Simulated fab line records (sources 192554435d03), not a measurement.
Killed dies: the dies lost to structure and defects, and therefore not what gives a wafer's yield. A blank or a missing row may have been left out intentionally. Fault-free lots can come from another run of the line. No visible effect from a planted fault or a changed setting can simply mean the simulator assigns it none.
Split-lot study ; flow n5 finfet ; route with 1938 steps; 7 lots, 21 wafers read

== THE SPLIT ==
At N5_BEOL_M12_PEB_08 (peb time 90 s), the setting peb temp c was moved away from the recipe's 130 C on 4 of the 21 wafers read, by -2.6% to +1.5%. All remaining wafers had this setting at the recipe value.

== FROM THE SPLIT TO THE READING: what the file shows between them, 10 steps ==
- N5_BEOL_M12_DEVELOP_09: develop time 45 s
- N5_BEOL_M12_HARDBAKE_14: time 120 s
- N5_BEOL_M12_CD_MEAS_10: target cd 140 nm
- N5_BEOL_M12_DESCUM_15: chemistry O2, time 7.9 s
- N5_BEOL_M12_ETCH_59: etches BARC in N2/H2, target depth 89 nm, overetch 26.7 nm, time 67.9 s
- N5_BEOL_M12_VIA_ETCH_16: etches SiOC in C4F8/O2/Ar, target depth 724.8 nm
- N5_BEOL_M12_STRIP_63: strips in N2/H2
- N5_BEOL_M12_STRIP_64: strips in N2/H2
- N5_BEOL_M12_STRIP_71: strips in post etch residue remover, time 60 s
- N5_BEOL_M12_SRD_72: time 30 s, dry time 30 s

== THE READING ==
At N5_BEOL_M12_CD_MEAS_17: cd nm in nanometres, against a target cd of 140 nm. On this fab line, fault-free wafers typically give 140.0 nm with a standard deviation of 2.4 nm.

wafer;tool, chamber at the split;peb temp c as run, C;against the recipe;cd nm, nm;against lot-mates on the recipe
L074.1;litho track-01, 0;130;recipe;144.3;-
L074.3;litho track-01, 0;130;recipe;143.5;-
L074.5;litho track-01, 0;130;recipe;141.4;-
L077.1;litho track-05, 0;130;recipe;135.6;-
L077.3;litho track-05, 0;131.9;+1.5%;146.4;+10.8
L077.6;litho track-05, 0;131.9;+1.5%;146.4;+10.8
L079.1;litho track-05, 0;130;recipe;138.1;-
L079.3;litho track-05, 0;130;recipe;141.0;-
L079.6;litho track-05, 0;130;recipe;137.3;-
L083.1;litho track-01, 0;126.6;-2.6%;126.9;-11.5
L083.5;litho track-01, 0;130;recipe;136.7;-
L083.6;litho track-01, 0;130;recipe;140.2;-
L086.1;litho track-04, 0;130;recipe;141.6;-
L086.2;litho track-04, 0;130;recipe;141.0;-
L086.3;litho track-04, 0;131.6;+1.2%;145.2;+3.9
L087.1;litho track-04, 0;130;recipe;141.0;-
L087.5;litho track-04, 0;130;recipe;140.8;-
L087.6;litho track-04, 0;130;recipe;140.3;-
L095.1;litho track-04, 0;130;recipe;141.3;-
L095.3;litho track-04, 0;130;recipe;136.2;-
L095.4;litho track-04, 0;130;recipe;140.0;-

FIT RESULTS
A straight line over all 21 wafers: cd nm changes by +4.71 nm for each +1% of peb temp c; r = +0.86; the points scatter about the line by 2.3 nm.
The same after taking each lot's own level away (the mean of its wafers on the recipe; 21 wafers): +5.24 nm for each +1%; r = +0.92; scatter 1.8 nm.
According to that fit, moving peb temp c by its largest amount changes the reading by 14 nm.
Measured against the standard deviation above, the lots' own levels, which go from 135.60 to 143.07 nm, span 3.1 times it.
So the lot-to-lot level changes the slope: the two fits differ.
Check: for one of the wafers moved furthest among these (-2.6%), held out of the fit, the line's prediction against its lot-mates is -16.5 nm. It came out at -11.5 nm against them.

== OTHER SPLITS APPLIED TO THESE WAFERS ==
Other splits were also applied to these wafers ahead of the reading. Each is held against what the fit with the lots' levels taken away leaves over:
other split on the same wafers;wafers away from the commonest value;r with cd nm (lot level and that fit taken away)
N5_BEOL_M7_COAT_05 spin rpm;9;-0.09
N5_BEOL_M7_EXPOSE_08 dose mj;2;+0.08
N5_BEOL_M9_DESCUM_16 time s;8;+0.41
N5_BEOL_M9_ETCH_62 time s;4;+0.08
N5_BEOL_M10_HM_DEP_02 target thk a;7;+0.03
N5_BEOL_M11_COAT_63 spin rpm;7;+0.10
N5_BEOL_M12_COAT_04 spin rpm;6;+0.34

== THE WHOLE CHAIN: every reading that the file lists as answering this split, in the file's order ==
step;what it does;reading;change (the file's fit);r (the file's)
N5_BEOL_M12_CD_MEAS_10;target cd 140 nm;cd nm;+4.58 nm for each +1% of the setting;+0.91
N5_BEOL_M12_CD_MEAS_17;target cd 140 nm;cd nm;+4.86 nm for each +1% of the setting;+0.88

== FILE'S OWN FIT ==
cd nm changes by +4.86 nm for each +1% of peb temp c, r = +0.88.
